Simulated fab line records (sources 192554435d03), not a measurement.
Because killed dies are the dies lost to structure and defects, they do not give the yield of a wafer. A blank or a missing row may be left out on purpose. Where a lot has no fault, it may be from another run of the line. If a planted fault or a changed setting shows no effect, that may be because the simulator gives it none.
Split-lot trial :: flow n5-finfet :: 21 wafers read from 7 lots, route of 1938 steps

== ABOUT THE SPLIT ==
At N5_BEOL_M7_TRENCH_ETCH_37 (etches SiCOH lowk in C4F6/O2, target depth 93.478 nm, time 31.2 s), the setting time-s was moved away from the recipe's 31.2 s on 11 of the 21 wafers read, by -14.2% to +21.4%. This setting was run at the recipe's value on the other wafers.

== FROM THE SPLIT TO THE READING: what the file shows between them, 10 steps ==
- N5_BEOL_M7_ETCH_41: etches SiCN in CH3F/O2, target depth 31.9 nm, time 57.8 s (also split here: source-w)
- N5_BEOL_M7_STRIP_80: strips in N2/H2, time 10 s
- N5_BEOL_M7_OCD_MEAS_38
- N5_BEOL_M7_HM_STRIP_39: strips TiN in peroxide tin strip, target depth 25 nm, time 158 s
- N5_BEOL_M7_SRD_40: time 30 s
- N5_BEOL_M7_ECD_50: material Cu, target thk 300 nm
- N5_BEOL_M7_ANNEAL_51: time 90 s
- N5_BEOL_M7_CMP_52: polishes, stops on SiCOH lowk, t overpolish 6.9 s, target thk 80 nm
- N5_BEOL_M7_PRE_CLEAN_55: time 15 s
- N5_BEOL_M7_DEP_56: deposits SiCN from 3MS/NH3, target thk 10 nm, time 17.5 s

== THE READING ==
M7_RS, in ohm/sq, at N5_BEOL_M7_RS_MEAS_57 (measures by four-point-probe). A value of 0.288 ohm/sq with a standard deviation of 0.0088 ohm/sq is what fault-free wafers of this fab line usually give.

wafer: L075.1
tool, chamber at the split: rie-diel-06, 0
time-s as run, s: 31.2
against the recipe: recipe
M7_RS, ohm/sq: 0.289
against lot-mates on the recipe: -

wafer: L075.3
tool, chamber at the split: rie-diel-06, 2
time-s as run, s: 35.14
against the recipe: +12.6%
M7_RS, ohm/sq: 0.247
against lot-mates on the recipe: -0.042

wafer: L075.4
tool, chamber at the split: rie-diel-06, 3
time-s as run, s: 35.14
against the recipe: +12.6%
M7_RS, ohm/sq: 0.250
against lot-mates on the recipe: -0.039

wafer: L077.2
tool, chamber at the split: rie-diel-06, 2
time-s as run, s: 31.2
against the recipe: recipe
M7_RS, ohm/sq: 0.291
against lot-mates on the recipe: -

wafer: L077.3
tool, chamber at the split: rie-diel-06, 3
time-s as run, s: 31.2
against the recipe: recipe
M7_RS, ohm/sq: 0.298
against lot-mates on the recipe: -

wafer: L077.4
tool, chamber at the split: rie-diel-06, 0
time-s as run, s: 31.2
against the recipe: recipe
M7_RS, ohm/sq: 0.283
against lot-mates on the recipe: -

wafer: L078.2
tool, chamber at the split: rie-diel-06, 1
time-s as run, s: 37.87
against the recipe: +21.4%
M7_RS, ohm/sq: 0.218
against lot-mates on the recipe: -0.073

wafer: L078.4
tool, chamber at the split: rie-diel-06, 0
time-s as run, s: 31.2
against the recipe: recipe
M7_RS, ohm/sq: 0.286
against lot-mates on the recipe: -

wafer: L078.5
tool, chamber at the split: rie-diel-06, 0
time-s as run, s: 31.2
against the recipe: recipe
M7_RS, ohm/sq: 0.296
against lot-mates on the recipe: -

wafer: L081.3
tool, chamber at the split: rie-diel-06, 2
time-s as run, s: 34.04
against the recipe: +9.1%
M7_RS, ohm/sq: 0.258
against lot-mates on the recipe: -0.038

wafer: L081.4
tool, chamber at the split: rie-diel-06, 3
time-s as run, s: 31.2
against the recipe: recipe
M7_RS, ohm/sq: 0.296
against lot-mates on the recipe: -

wafer: L081.6
tool, chamber at the split: rie-diel-06, 3
time-s as run, s: 34.04
against the recipe: +9.1%
M7_RS, ohm/sq: 0.259
against lot-mates on the recipe: -0.037

wafer: L079.3
tool, chamber at the split: rie-diel-05, 0
time-s as run, s: 26.77
against the recipe: -14.2%
M7_RS, ohm/sq: 0.340
against lot-mates on the recipe: +0.046

wafer: L079.4
tool, chamber at the split: rie-diel-05, 3
time-s as run, s: 26.77
against the recipe: -14.2%
M7_RS, ohm/sq: 0.342
against lot-mates on the recipe: +0.048

wafer: L079.6
tool, chamber at the split: rie-diel-05, 1
time-s as run, s: 31.2
against the recipe: recipe
M7_RS, ohm/sq: 0.294
against lot-mates on the recipe: -

wafer: L082.2
tool, chamber at the split: rie-diel-01, 0
time-s as run, s: 34.8
against the recipe: +11.5%
M7_RS, ohm/sq: 0.247
against lot-mates on the recipe: no lot-mate on the recipe

wafer: L082.4
tool, chamber at the split: rie-diel-01, 1
time-s as run, s: 34.8
against the recipe: +11.5%
M7_RS, ohm/sq: 0.242
against lot-mates on the recipe: no lot-mate on the recipe

wafer: L082.5
tool, chamber at the split: rie-diel-01, 2
time-s as run, s: 34.8
against the recipe: +11.5%
M7_RS, ohm/sq: 0.247
against lot-mates on the recipe: no lot-mate on the recipe

wafer: L088.3
tool, chamber at the split: rie-diel-05, 3
time-s as run, s: 28.04
against the recipe: -10.1%
M7_RS, ohm/sq: 0.305
against lot-mates on the recipe: +0.024

wafer: L088.5
tool, chamber at the split: rie-diel-05, 3
time-s as run, s: 31.2
against the recipe: recipe
M7_RS, ohm/sq: 0.280
against lot-mates on the recipe: -

wafer: L088.6
tool, chamber at the split: rie-diel-05, 2
time-s as run, s: 31.2
against the recipe: recipe
M7_RS, ohm/sq: 0.283
against lot-mates on the recipe: -

THE FIT
A straight line over all 21 wafers: M7_RS changes by -0.00336 ohm/sq for each +1% of time-s; r = -0.98; the points scatter about the line by 0.0066 ohm/sq.
The same after taking each lot's own level away (the mean of its wafers on the recipe; 18 wafers): -0.00332 ohm/sq for each +1%; r = -0.99; scatter 0.0047 ohm/sq.
That fit puts the effect of the largest move of time-s on the reading at 0.071 ohm/sq.
The lots' own levels span 0.2815 to 0.2960 ohm/sq, that is 1.6 times the standard deviation above.
Hence the lot-to-lot level has little effect on the slope; both slopes agree.
Check: -0.0719 ohm/sq against its lot-mates is what the line predicts for one of the wafers moved furthest among these (+21.4%) when that wafer is left out of the fit. It came out at -0.073 ohm/sq against them.

== ADDITIONAL SPLITS CARRIED BY THESE WAFERS ==
Other splits were also applied to these wafers ahead of the reading. Each is held against what the fit with the lots' levels taken away leaves over:
other split on the same wafers: N5_BEOL_M7_ETCH_41 source-w
wafers away from the commonest value: 7
r with M7_RS (lot level and that fit taken away): +0.42

== THE WHOLE CHAIN: every reading that the file lists as answering this split, in the file's order ==
step: N5_BEOL_M7_TRENCH_ETCH_37
what it does: etches SiCOH lowk in C4F6/O2, target depth 93.478 nm, time 31.2 s
reading: BEOL_M7.feature-depth-nm (the simulator's own value, which no gauge read)
change (the file's fit): +0.964 nm for each +1% of the setting
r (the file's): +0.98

step: N5_BEOL_M7_TRENCH_ETCH_37
what it does: etches SiCOH lowk in C4F6/O2, target depth 93.478 nm, time 31.2 s
reading: etch.depth-nm (the simulator's own value, which no gauge read)
change (the file's fit): +0.969 nm for each +1% of the setting
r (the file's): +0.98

step: N5_BEOL_M7_OCD_MEAS_38
what it does: 
reading: trench-depth-nm
change (the file's fit): +0.967 nm for each +1% of the setting
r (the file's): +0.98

step: N5_BEOL_M7_CMP_52
what it does: polishes, stops on SiCOH lowk, t overpolish 6.9 s, target thk 80 nm
reading: Cu_of_BEOL_M7_ECD_50.thk-nm (the simulator's own value, which no gauge read)
change (the file's fit): +0.887 nm for each +1% of the setting
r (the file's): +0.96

step: N5_BEOL_M7_RS_MEAS_57
what it does: measures by four-point-probe
reading: M7_RS
change (the file's fit): -0.00331 for each +1% of the setting
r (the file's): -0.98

== FILE'S OWN FIT ==
M7_RS changes by -0.00331 ohm/sq for each +1% of time-s, r = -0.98.
